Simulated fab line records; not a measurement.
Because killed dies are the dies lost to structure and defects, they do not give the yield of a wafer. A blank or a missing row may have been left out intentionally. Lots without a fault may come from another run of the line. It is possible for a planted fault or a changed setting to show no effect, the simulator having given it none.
Matching of chambers || flow nand-harc || NHARC_A_STAIRCASE_DESCUM_312 on rie-diel-09: 4 sister chambers
The step chemistry O2, time 3 s. 4 wafers are shown with their chamber, then 11 later ones without.

## WAFERS WITH THEIR CHAMBER
{"wafer": "L081.3", "chamber": 0, "showerhead-plenum-p-Torr (Torr)": 1.96}
{"wafer": "L085.1", "chamber": 2, "showerhead-plenum-p-Torr (Torr)": 2.05}
{"wafer": "L085.2", "chamber": 1, "showerhead-plenum-p-Torr (Torr)": 1.92}
{"wafer": "L088.2", "chamber": 3, "showerhead-plenum-p-Torr (Torr)": 2.01}

## WAFERS WITH NO CHAMBER GIVEN
{"wafer": "L088.4", "showerhead-plenum-p-Torr (Torr)": 2.05}
{"wafer": "L088.5", "showerhead-plenum-p-Torr (Torr)": 1.92}
{"wafer": "L092.1", "showerhead-plenum-p-Torr (Torr)": 1.95}
{"wafer": "L092.3", "showerhead-plenum-p-Torr (Torr)": 2.04}
{"wafer": "L092.4", "showerhead-plenum-p-Torr (Torr)": 1.92}
{"wafer": "L091.1", "showerhead-plenum-p-Torr (Torr)": 1.95}
{"wafer": "L091.3", "showerhead-plenum-p-Torr (Torr)": 2.04}
{"wafer": "L091.6", "showerhead-plenum-p-Torr (Torr)": 2.04}
{"wafer": "L093.1", "showerhead-plenum-p-Torr (Torr)": 2.00}
{"wafer": "L093.5", "showerhead-plenum-p-Torr (Torr)": 1.95}
{"wafer": "L093.6", "showerhead-plenum-p-Torr (Torr)": 1.92}

## THE CHAMBER EACH PASSED THROUGH
{"wafer": "L088.4", "from the rows above": 2, "in truth": 2}
{"wafer": "L088.5", "from the rows above": 1, "in truth": 1}
{"wafer": "L092.1", "from the rows above": 0, "in truth": 0}
{"wafer": "L092.3", "from the rows above": 2, "in truth": 2}
{"wafer": "L092.4", "from the rows above": 1, "in truth": 1}
{"wafer": "L091.1", "from the rows above": 0, "in truth": 0}
{"wafer": "L091.3", "from the rows above": 2, "in truth": 2}
{"wafer": "L091.6", "from the rows above": 2, "in truth": 2}
{"wafer": "L093.1", "from the rows above": 3, "in truth": 3}
{"wafer": "L093.5", "from the rows above": 0, "in truth": 0}
{"wafer": "L093.6", "from the rows above": 1, "in truth": 1}
Correctly placed: 11 of 11. Number that these rows cannot place: 0. Placed wrongly: 0.
How it was worked out, from the rows above alone: a wafer's distance from a chamber is the root of the sum, over the readings, of the square of ((its reading less the chamber's mean) divided by the reading's scatter). If the next closest chamber is less than 2 further off than the closest, the wafer can't be placed; otherwise it belongs to the closest. Each chamber's mean is taken over the wafers shown for it. The scatter: with one shown wafer a chamber, the root of the mean of the squares of how far each hidden wafer lies from its nearest shown one.
